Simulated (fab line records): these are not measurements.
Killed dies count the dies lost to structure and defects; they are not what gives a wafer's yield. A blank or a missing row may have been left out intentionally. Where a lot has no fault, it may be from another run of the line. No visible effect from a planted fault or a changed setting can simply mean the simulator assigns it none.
Lot-split experiment + flow n5Finfet + on a route of 1938 steps: 7 lots, 21 wafers read

== THE SPLIT ==
At N5_BEOL_M4_COAT_05 (resist thk 30 nm), the setting spinRpm was moved away from the recipe's 1500 rpm on 3 of the 21 wafers read, by -9.3% to +10.5%. The other wafers ran this setting at the recipe's value.

== FROM THE SPLIT TO THE READING: what the file shows between them, 6 steps ==
- N5_BEOL_M4_EBR_07
- N5_BEOL_M4_SOFTBAKE_06: time 60 s
- N5_BEOL_M4_EXPOSE_08: exposes mask M4
- N5_BEOL_M4_PEB_09: peb time 60 s
- N5_BEOL_M4_DEVELOP_10: develop time 30 s
- N5_BEOL_M4_DESCUM_16: chemistry O2, time 7 s (also split here: timeS)

== THE READING ==
CAR-EUV_of_BEOL_M4_COAT_05.thkNm (the simulator's own value, which no gauge read), in nm, at N5_BEOL_M4_ETCH_74 (etches underlayer in N2/H2, target depth 6.5 nm, time 5.2 s). There is no usual value for it anywhere in the file. Across the 18 wafers here that went through the recipe, the average is 20.5 nm and the standard deviation 0.25 nm.

| wafer  | tool, chamber at the split | spinRpm as run, rpm | against the recipe | CAR-EUV_of_BEOL_M4_COAT_05.thkNm, nm | against lot-mates on the recipe |
|--------|----------------------------|---------------------|--------------------|--------------------------------------|---------------------------------|
| L077.4 | lithoTrack-05, 0           | 1500                | recipe             | 20.2                                 | -                               |
| L077.5 | lithoTrack-05, 0           | 1500                | recipe             | 20.4                                 | -                               |
| L077.6 | lithoTrack-05, 0           | 1658                | +10.5%             | 18.6                                 | -1.7                            |
| L082.3 | lithoTrack-01, 0           | 1500                | recipe             | 20.6                                 | -                               |
| L082.4 | lithoTrack-01, 0           | 1500                | recipe             | 20.8                                 | -                               |
| L082.5 | lithoTrack-01, 0           | 1500                | recipe             | 20.4                                 | -                               |
| L084.2 | lithoTrack-01, 0           | 1500                | recipe             | 20.8                                 | -                               |
| L084.4 | lithoTrack-01, 0           | 1500                | recipe             | 20.2                                 | -                               |
| L084.5 | lithoTrack-01, 0           | 1500                | recipe             | 20.4                                 | -                               |
| L089.2 | lithoTrack-05, 0           | 1500                | recipe             | 19.8                                 | -                               |
| L089.4 | lithoTrack-05, 0           | 1500                | recipe             | 20.6                                 | -                               |
| L089.6 | lithoTrack-05, 0           | 1500                | recipe             | 20.4                                 | -                               |
| L093.1 | lithoTrack-05, 0           | 1500                | recipe             | 20.4                                 | -                               |
| L093.2 | lithoTrack-05, 0           | 1361                | -9.3%              | 22                                   | +1.6                            |
| L093.4 | lithoTrack-05, 0           | 1361                | -9.3%              | 22                                   | +1.6                            |
| L096.2 | lithoTrack-01, 0           | 1500                | recipe             | 20.8                                 | -                               |
| L096.5 | lithoTrack-01, 0           | 1500                | recipe             | 20.8                                 | -                               |
| L096.6 | lithoTrack-01, 0           | 1500                | recipe             | 20.4                                 | -                               |
| L097.1 | lithoTrack-01, 0           | 1500                | recipe             | 20.4                                 | -                               |
| L097.5 | lithoTrack-01, 0           | 1500                | recipe             | 20.4                                 | -                               |
| L097.2 | lithoTrack-01, 0           | 1500                | recipe             | 20.6                                 | -                               |

FIT RESULTS
A straight line over all 21 wafers: CAR-EUV_of_BEOL_M4_COAT_05.thkNm changes by -0.17 nm for each +1% of spinRpm; r = -0.94; the points scatter about the line by 0.24 nm.
The same after taking each lot's own level away (the mean of its wafers on the recipe; 21 wafers): -0.168 nm for each +1%; r = -0.95; scatter 0.2 nm.
That fit puts the effect of the largest move of spinRpm on the reading at 1.8 nm.
The lots' own levels span 20.27 to 20.67 nm, that is 1.6 times the standard deviation above.
So the lot-to-lot level changes the slope little: the two slopes agree.
Check: with one of the wafers moved furthest among these (+10.5%) left out of the fit, the line predicts -1.82 nm for it against its lot-mates. It came out at -1.7 nm against them.

== FURTHER SPLITS ON THESE WAFERS ==
Before the reading, these wafers also passed through other splits. Each is held against what the fit with the lots' levels taken away leaves over:
| other split on the same wafers | wafers away from the commonest value | r with CAR-EUV_of_BEOL_M4_COAT_05.thkNm (lot level and that fit taken away) |
|--------------------------------|--------------------------------------|-----------------------------------------------------------------------------|
| N5_BEOL_M4_DESCUM_16 timeS     | 5                                    | -0.68                                                                       |

== THE WHOLE CHAIN: every reading that the file lists as answering this split, in the file's order ==
| step                  | what it does                                                | reading                                                                           | change (the file's fit)                                                               | r (the file's) |
|-----------------------|-------------------------------------------------------------|-----------------------------------------------------------------------------------|---------------------------------------------------------------------------------------|----------------|
| N5_BEOL_M4_COAT_05    | resist thk 30 nm                                            | CAR-EUV_of_BEOL_M4_COAT_05.thkNm (the simulator's own value, which no gauge read) | -0.15 nm for each +1% of the setting                                                  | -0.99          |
| N5_BEOL_M4_DEVELOP_10 | develop time 30 s                                           | CAR-EUV_of_BEOL_M4_COAT_05.thkNm (the simulator's own value, which no gauge read) | -0.161 nm for each +1% of the setting                                                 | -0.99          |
| N5_BEOL_M4_ETCH_74    | etches underlayer in N2/H2, target depth 6.5 nm, time 5.2 s | CAR-EUV_of_BEOL_M4_COAT_05.thkNm (the simulator's own value, which no gauge read) | -0.166 nm for each +1% of the setting                                                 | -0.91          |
| N5_BEOL_M4_DESCUM_16  | chemistry O2, time 7 s                                      | CAR-EUV_of_BEOL_M4_COAT_05.thkNm (the simulator's own value, which no gauge read) | -0.161 nm for each +1% of the setting, in a fit together with timeS@BEOL_M4_DESCUM_16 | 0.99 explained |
| N5_BEOL_M4_ETCH_63    | etches SiARC in CF4, target depth 15.6 nm, time 26 s        | CAR-EUV_of_BEOL_M4_COAT_05.thkNm (the simulator's own value, which no gauge read) | -0.162 nm for each +1% of the setting, in a fit together with timeS@BEOL_M4_DESCUM_16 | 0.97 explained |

== FILE'S OWN FIT ==
CAR-EUV_of_BEOL_M4_COAT_05.thkNm changes by -0.166 nm for each +1% of spinRpm, r = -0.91.
